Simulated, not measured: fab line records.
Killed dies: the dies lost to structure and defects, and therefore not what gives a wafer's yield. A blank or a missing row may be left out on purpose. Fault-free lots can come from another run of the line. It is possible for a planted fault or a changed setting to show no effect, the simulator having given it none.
Which tool was responsible?	flow nand harc	Sampling: 21 lots, 63 wafers, 6 of 1302 route steps

== WHAT THE GAUGES SHOWED, per wafer ==
The record lacks any reading of a measuring or inspecting step that a usual standard deviation could be used to judge.

== EACH LOT AND THE TOOL THAT RAN IT (in order: tool; ch and the chambers of the sampled wafers; start) ==
lot	NHARC_A_STAIRCASE_TRIM_200	NHARC_A_STAIRCASE_ETCH_223	NHARC_A_STAIRCASE_ETCH_271	NHARC_A_STAIRCASE_HM_OPEN_460	NHARC_A_STAIRCASE_DESCUM_312	NHARC_A_STAIRCASE_STRIP_476
L074	rie diel-07 ch 0,1,3, day 16 04:23 or earlier	rie diel-01 ch 1,3, day 16 04:23 or earlier	rie diel-01 ch 2,3, day 16 04:23	rie diel-04 ch 1,2,3, day 16 16:41 or earlier	rie diel-04 ch 0,2,3, day 16 16:41	rie diel-04 ch 0,1,2, day 16 20:44
L076	rie diel-01 ch 0,1,2, day 16 21:46 or earlier	rie diel-04 ch 0,2,3, day 16 21:46 or earlier	rie diel-04 ch 2,3, day 16 21:46	rie diel-04 ch 0,1, day 17 13:29 or earlier	rie diel-01 ch 0,3, day 17 13:29	rie diel-01 ch 0,1,2, day 17 17:34
L075	rie diel-01 ch 1,2, day 17 02:49 or earlier	rie diel-04 ch 1,2, day 17 02:49 or earlier	rie diel-07 ch 2,3, day 17 02:49	rie diel-04 ch 0,1, day 17 15:37 or earlier	rie diel-01 ch 0,2, day 17 15:37	rie diel-04 ch 1,2,3, day 17 19:44
L077	rie diel-04 ch 0,2,3, day 17 17:05 or earlier	rie diel-01 ch 0,3, day 17 17:05 or earlier	rie diel-01 ch 0,1,3, day 17 17:05	rie diel-01 ch 0,2,3, day 18 08:38 or earlier	rie diel-04 ch 0,2,3, day 18 08:38	rie diel-07 ch 0,1,3, day 18 14:07
L078	rie diel-04 ch 0,1, day 18 03:10 or earlier	rie diel-01 ch 2,3, day 18 03:10 or earlier	rie diel-04 ch 0,3, day 18 03:10	rie diel-04 ch 1,2,3, day 18 14:41 or earlier	rie diel-01 ch 0,1, day 18 14:41	rie diel-04 ch 1,2, day 18 19:34
L079	rie diel-01 ch 0,3, day 18 21:56 or earlier	rie diel-07 ch 2,3, day 18 21:56 or earlier	rie diel-01 ch 1,2,3, day 18 21:56	rie diel-01 ch 0,1, day 19 14:16 or earlier	rie diel-04 ch 0,3, day 19 14:16	rie diel-07 ch 1,2, day 19 18:40
L080	rie diel-04 ch 0,1,2, day 18 23:14 or earlier	rie diel-01 ch 0,1,3, day 18 23:14 or earlier	rie diel-04 ch 1,2,3, day 18 23:14	rie diel-01 ch 0,1,3, day 19 15:52 or earlier	rie diel-04 ch 0,3, day 19 15:52	rie diel-04 ch 1,2, day 19 20:26
L081	rie diel-07 ch 0,1,3, day 19 23:08 or earlier	rie diel-04 ch 1,2, day 19 23:08 or earlier	rie diel-07 ch 0,2,3, day 19 23:08	rie diel-01 ch 0,2, day 20 10:02 or earlier	rie diel-01 ch 1,2, day 20 10:02	rie diel-04 ch 1,3, day 20 14:23
L082	rie diel-01 ch 0,1,3, day 19 23:29 or earlier	rie diel-04 ch 0,2,3, day 19 23:29 or earlier	rie diel-04 ch 0,1,2, day 19 23:29	rie diel-07 ch 0,2,3, day 20 10:28 or earlier	rie diel-01 ch 0,1,3, day 20 10:28	rie diel-07 ch 0,1,2, day 20 15:01
L083	rie diel-01 ch 0,1,3, day 20 14:18 or earlier	rie diel-07 ch 1,3, day 20 14:18 or earlier	rie diel-04 ch 0,3, day 20 14:18	rie diel-01 ch 0,1, day 21 05:10 or earlier	rie diel-01 ch 0,1,3, day 21 05:10	rie diel-04 ch 1,3, day 21 09:13
L084	rie diel-04 ch 0,1, day 21 04:22 or earlier	rie diel-04 ch 0,1,3, day 21 04:22 or earlier	rie diel-04 ch 0,1,2, day 21 04:22	rie diel-07 ch 0,3, day 21 21:53 or earlier	rie diel-04 ch 0,1,2, day 21 21:53	rie diel-07 ch 0,2, day 22 01:55
L087	rie diel-04 ch 0,3, day 21 11:07 or earlier	rie diel-04 ch 1,2,3, day 21 11:07 or earlier	rie diel-04 ch 1,2,3, day 21 11:07	rie diel-01 ch 0,1, day 22 05:06 or earlier	rie diel-07 ch 0,1,2, day 22 05:06	rie diel-04 ch 1,2,3, day 22 09:10
L088	rie diel-07 ch 0,3, day 22 08:06 or earlier	rie diel-01 ch 1,2, day 22 08:06 or earlier	rie diel-07 ch 0,1,2, day 22 08:06	rie diel-04 ch 1,2,3, day 22 20:09 or earlier	rie diel-07 ch 0,3, day 22 20:09	rie diel-01 ch 0,2,3, day 23 00:11
L090	rie diel-04 ch 0,1,3, day 23 03:19 or earlier	rie diel-01 ch 0,1,2, day 23 03:19 or earlier	rie diel-04 ch 0,2,3, day 23 03:19	rie diel-07 ch 0,1,2, day 23 15:22 or earlier	rie diel-01 ch 0,1,2, day 23 15:22	rie diel-07 ch 0,2,3, day 23 19:33
L092	rie diel-01 ch 0,1,2, day 24 05:46 or earlier	rie diel-01 ch 0,1,3, day 24 05:46 or earlier	rie diel-04 ch 1,2,3, day 24 05:46	rie diel-01 ch 0,1,2, day 24 23:07 or earlier	rie diel-01 ch 0,1,2, day 24 23:07	rie diel-04 ch 1,2,3, day 25 03:26
L091	rie diel-04 ch 1,3, day 24 13:55 or earlier	rie diel-04 ch 1,3, day 24 13:55 or earlier	rie diel-07 ch 0,2,3, day 24 13:55	rie diel-04 ch 0,1,3, day 25 03:22 or earlier	rie diel-01 ch 0,2,3, day 25 03:22	rie diel-04 ch 0,1, day 25 09:01
L093	rie diel-04 ch 1,3, day 24 21:31 or earlier	rie diel-04 ch 1,3, day 24 21:31 or earlier	rie diel-07 ch 0,1, day 24 21:31	rie diel-01 ch 0,1,3, day 25 10:47 or earlier	rie diel-01 ch 0,1,3, day 25 10:47	rie diel-07 ch 1,2,3, day 25 15:02
L094	rie diel-01 ch 0,1, day 24 21:55 or earlier	rie diel-04 ch 1,3, day 24 21:55 or earlier	rie diel-07 ch 0,1,2, day 24 21:55	rie diel-04 ch 1,2, day 25 12:29 or earlier	rie diel-01 ch 0,1,3, day 25 12:29	rie diel-04 ch 0,1,2, day 25 18:59
L095	rie diel-01 ch 0,1, day 25 13:15 or earlier	rie diel-01 ch 0,3, day 25 13:15 or earlier	rie diel-01 ch 0,1,3, day 25 13:15	rie diel-07 ch 0,1, day 26 04:52 or earlier	rie diel-07 ch 1,3, day 26 04:52	rie diel-04 ch 0,1,3, day 26 08:54
L096	rie diel-01 ch 0,3, day 25 20:17 or earlier	rie diel-04 ch 0,2, day 25 20:17 or earlier	rie diel-01 ch 1,2,3, day 25 20:17	rie diel-04 ch 0,1, day 26 12:55 or earlier	rie diel-07 ch 0,2, day 26 12:55	rie diel-04 ch 0,1,3, day 26 16:58
L097	rie diel-04 ch 1,2, day 25 23:00 or earlier	rie diel-07 ch 0,3, day 25 23:00 or earlier	rie diel-01 ch 1,2,3, day 25 23:00	rie diel-07 ch 0,2,3, day 26 14:46 or earlier	rie diel-01 ch 1,2,3, day 26 14:46	rie diel-07 ch 0,1,3, day 26 19:10
- NHARC_A_STAIRCASE_TRIM_200: chemistry O2, time 211.2 s.
- NHARC_A_STAIRCASE_ETCH_223: etches the open film in C4F8/O2, target depth 100 nm, time 40.5 s.
- NHARC_A_STAIRCASE_ETCH_271: etches the open film in CF4/CHF3.
- NHARC_A_STAIRCASE_HM_OPEN_460: chemistry O2/COS.
- NHARC_A_STAIRCASE_DESCUM_312: chemistry O2, time 3 s.
- NHARC_A_STAIRCASE_STRIP_476: strips in O2, time 20 s.

== WHAT THE TOOLS THEMSELVES READ (means of the sampled wafers that have a number; where no wafer has one, the mark that the record gives instead) ==
NHARC_A_STAIRCASE_TRIM_200.
lot	tool	drypump motor current A (A)	oes product au (a.u.)	rf vpp V (V)	showerhead plenum p Torr (Torr)	throttle valve pct (%)
L074	rie diel-07	5.5	1.007	58.4	3.73	17.027
L076	rie diel-01	5.9	1.009	58.1	3.42	17.039
L075	rie diel-01	6.1	0.996	57.2	3.38	17.037
L077	rie diel-04	5.6	0.999	57.8	3.64	17.043
L078	rie diel-04	5.7	0.990	59.2	3.73	17.038
L079	rie diel-01	6.1	1.014	58.4	3.49	17.033
L080	rie diel-04	5.7	1.003	58.7	3.67	17.024
L081	rie diel-07	5.5	0.996	58.7	3.71	17.043
L082	rie diel-01	6.1	1.014	58.6	3.41	17.038
L083	rie diel-01	6.1	1.005	57.6	3.41	17.042
L084	rie diel-04	5.7	0.991	58.4	3.71	17.037
L087	rie diel-04	5.7	1.006	58.2	3.67	17.036
L088	rie diel-07	5.3	0.998	58.0	3.66	17.033
L090	rie diel-04	5.6	1.006	57.7	3.65	17.037
L092	rie diel-01	5.9	1.007	57.8	3.39	17.034
L091	rie diel-04	5.5	0.987	57.7	3.64	17.037
L093	rie diel-04	5.5	0.987	57.4	3.64	17.035
L094	rie diel-01	5.9	1.013	58.1	3.36	17.038
L095	rie diel-01	6.1	0.997	58.7	3.66	17.030
L096	rie diel-01	6.1	1.015	57.0	3.46	17.031
L097	rie diel-04	5.6	0.992	57.9	3.58	17.035

NHARC_A_STAIRCASE_ETCH_223.
lot	tool	oes product au (a.u.)	rf vpp V (V)
L074	rie diel-01	0.952	890
L076	rie diel-04	0.939	900
L075	rie diel-04	0.961	899
L077	rie diel-01	0.960	896
L078	rie diel-01	0.953	896
L079	rie diel-07	0.938	899
L080	rie diel-01	0.962	891
L081	rie diel-04	0.924	901
L082	rie diel-04	0.918	900
L083	rie diel-07	0.939	903
L084	rie diel-04	0.950	901
L087	rie diel-04	0.948	898
L088	rie diel-01	0.956	892
L090	rie diel-01	0.950	892
L092	rie diel-01	0.958	890
L091	rie diel-04	0.949	899
L093	rie diel-04	0.937	900
L094	rie diel-04	0.932	899
L095	rie diel-01	0.946	895
L096	rie diel-04	0.935	899
L097	rie diel-07	0.941	901

NHARC_A_STAIRCASE_ETCH_271.
lot	tool	drypump motor current A (A)	oes product au (a.u.)	rf vpp V (V)	showerhead plenum p Torr (Torr)	throttle valve pct (%)
L074	rie diel-01	5.9	0.925	370.3	1.58	16.808
L076	rie diel-04	5.6	0.959	371.8	1.60	16.803
L075	rie diel-07	5.3	0.917	371.2	1.63	16.797
L077	rie diel-01	6.1	0.954	368.9	1.52	16.794
L078	rie diel-04	5.7	0.973	373.1	1.62	16.806
L079	rie diel-01	6.1	0.972	368.4	1.54	16.812
L080	rie diel-04	5.6	0.972	371.6	1.61	16.800
L081	rie diel-07	5.2	0.925	371.6	1.60	16.798
L082	rie diel-04	5.7	0.960	373.1	1.63	16.801
L083	rie diel-04	5.7	0.938	371.2	1.61	16.819
L084	rie diel-04	5.6	0.965	372.4	1.63	16.805
L087	rie diel-04	5.6	0.920	372.7	1.61	16.802
L088	rie diel-07	5.4	0.933	370.9	1.60	16.798
L090	rie diel-04	5.7	0.970	371.3	1.61	16.797
L092	rie diel-04	5.6	0.944	371.0	1.60	16.808
L091	rie diel-07	5.3	0.922	371.1	1.59	16.801
L093	rie diel-07	5.6	0.966	372.6	1.65	16.801
L094	rie diel-07	5.4	0.966	370.6	1.59	16.800
L095	rie diel-01	6.1	0.947	371.3	1.59	16.803
L096	rie diel-01	6.1	0.930	371.7	1.61	16.801
L097	rie diel-01	6.1	0.949	370.9	1.61	16.806

NHARC_A_STAIRCASE_HM_OPEN_460.
lot	tool	drypump motor current A (A)	oes product au (a.u.)	rf vpp V (V)	showerhead plenum p Torr (Torr)	throttle valve pct (%)
L074	rie diel-04	5.6	1.007	468.6	3.21	28.322
L076	rie diel-04	5.7	0.994	470.2	3.30	28.324
L075	rie diel-04	5.6	1.000	471.0	3.29	28.335
L077	rie diel-01	5.9	1.006	467.3	3.09	28.322
L078	rie diel-04	5.6	0.994	469.4	3.20	28.322
L079	rie diel-01	6.1	1.000	463.5	2.95	28.333
L080	rie diel-01	6.1	1.019	464.4	3.02	28.325
L081	rie diel-01	5.7	0.997	467.2	3.09	28.328
L082	rie diel-07	5.3	0.990	468.6	3.17	28.329
L083	rie diel-01	6.1	1.010	463.5	2.94	28.333
L084	rie diel-07	5.3	1.006	469.4	3.24	28.338
L087	rie diel-01	6.0	0.999	463.4	2.94	28.320
L088	rie diel-04	5.6	1.001	468.6	3.18	28.329
L090	rie diel-07	5.4	1.010	467.9	3.17	28.334
L092	rie diel-01	5.9	1.001	467.3	3.16	28.331
L091	rie diel-04	5.6	0.998	469.1	3.22	28.325
L093	rie diel-01	6.1	1.008	468.1	3.16	28.334
L094	rie diel-04	5.5	0.984	468.5	3.21	28.325
L095	rie diel-07	5.4	1.002	469.7	3.23	28.330
L096	rie diel-04	5.6	0.996	470.2	3.26	28.325
L097	rie diel-07	5.2	0.993	467.9	3.15	28.328

NHARC_A_STAIRCASE_DESCUM_312.
lot	tool	drypump motor current A (A)	oes product au (a.u.)	rf vpp V (V)	showerhead plenum p Torr (Torr)	throttle valve pct (%)
L074	rie diel-04	5.7	0.997	57.9	1.98	11.312
L076	rie diel-01	6.1	1.011	58.4	1.89	11.305
L075	rie diel-01	5.7	1.012	57.3	1.87	11.315
L077	rie diel-04	5.7	0.993	58.1	1.97	11.308
L078	rie diel-01	5.9	1.017	57.9	1.83	11.308
L079	rie diel-04	5.7	1.002	57.7	2.00	11.305
L080	rie diel-04	5.7	1.004	58.5	1.97	11.298
L081	rie diel-01	5.8	0.995	57.5	1.86	11.308
L082	rie diel-01	6.1	1.011	57.1	1.84	11.315
L083	rie diel-01	6.1	1.005	58.1	1.84	11.310
L084	rie diel-04	5.6	1.005	58.8	1.99	11.304
L087	rie diel-07	5.4	1.007	57.8	1.94	11.313
L088	rie diel-07	5.3	0.999	58.4	1.98	11.308
L090	rie diel-01	5.9	1.006	57.2	1.83	11.308
L092	rie diel-01	5.9	1.001	58.3	1.94	11.308
L091	rie diel-01	5.9	1.013	57.8	1.88	11.304
L093	rie diel-01	6.1	1.008	57.7	1.93	11.313
L094	rie diel-01	6.1	1.011	57.3	1.93	11.303
L095	rie diel-07	5.7	1.002	58.4	2.03	11.306
L096	rie diel-07	5.2	1.004	57.8	1.86	11.312
L097	rie diel-01	6.1	0.996	58.2	1.95	11.316

NHARC_A_STAIRCASE_STRIP_476.
lot	tool	drypump motor current A (A)	oes product au (a.u.)	rf vpp V (V)	showerhead plenum p Torr (Torr)	throttle valve pct (%)
L074	rie diel-04	5.63	1.002	58.6	3.68	17.038
L076	rie diel-01	5.89	1.007	57.4	3.42	17.045
L075	rie diel-04	5.60	1.005	57.4	3.62	17.045
L077	rie diel-07	5.50	1.004	58.1	3.71	17.032
L078	rie diel-04	5.60	0.998	58.4	3.61	17.030
L079	rie diel-07	5.41	0.996	57.3	3.52	17.043
L080	rie diel-04	5.59	0.988	58.4	3.61	17.041
L081	rie diel-04	5.54	1.005	57.2	3.65	17.039
L082	rie diel-07	5.41	1.005	57.6	3.59	17.017
L083	rie diel-04	5.60	1.005	57.9	3.61	17.035
L084	rie diel-07	5.16	1.002	57.2	3.47	17.034
L087	rie diel-04	5.58	1.003	57.7	3.60	17.036
L088	rie diel-01	5.92	1.008	57.9	3.48	17.027
L090	rie diel-07	5.25	0.993	57.0	3.57	17.030
L092	rie diel-04	5.59	0.989	58.2	3.59	17.042
L091	rie diel-04	5.58	0.989	59.4	3.68	17.029
L093	rie diel-07	5.45	0.997	57.6	3.61	17.026
L094	rie diel-04	5.65	0.988	58.4	3.64	17.045
L095	rie diel-04	5.61	0.992	57.7	3.64	17.039
L096	rie diel-04	5.63	0.995	57.9	3.64	17.043
L097	rie diel-07	5.49	1.010	58.6	3.68	17.036

== THE ANSWER, worked out from the rows above alone ==
Rule: the usual values come from the lots themselves. The widest of any qualifying gaps counts: lots, ordered by their means at a reading, are off when they make up no more than a third of the lots, leave a main group of 4 or more, and stand apart from it by 3 or more times the standard deviation of that group's means. Not used: any main group whose means are identical at the precision the tables above print for the reading. A lot without any number at a reading at which 4 lots or more have one is off too. The other lots that the step has rows for count as sound. First the gauges in route order, then the tools' own readings, where a lot's mean is used as printed above. The first step at which some lot is off is used, and at that step the reading that is off furthest; a lot without a number counts as furthest.
Nothing can be told from this: no lot is off at any reading shown.

== WHAT THE SIMULATOR HAD PUT IN ==
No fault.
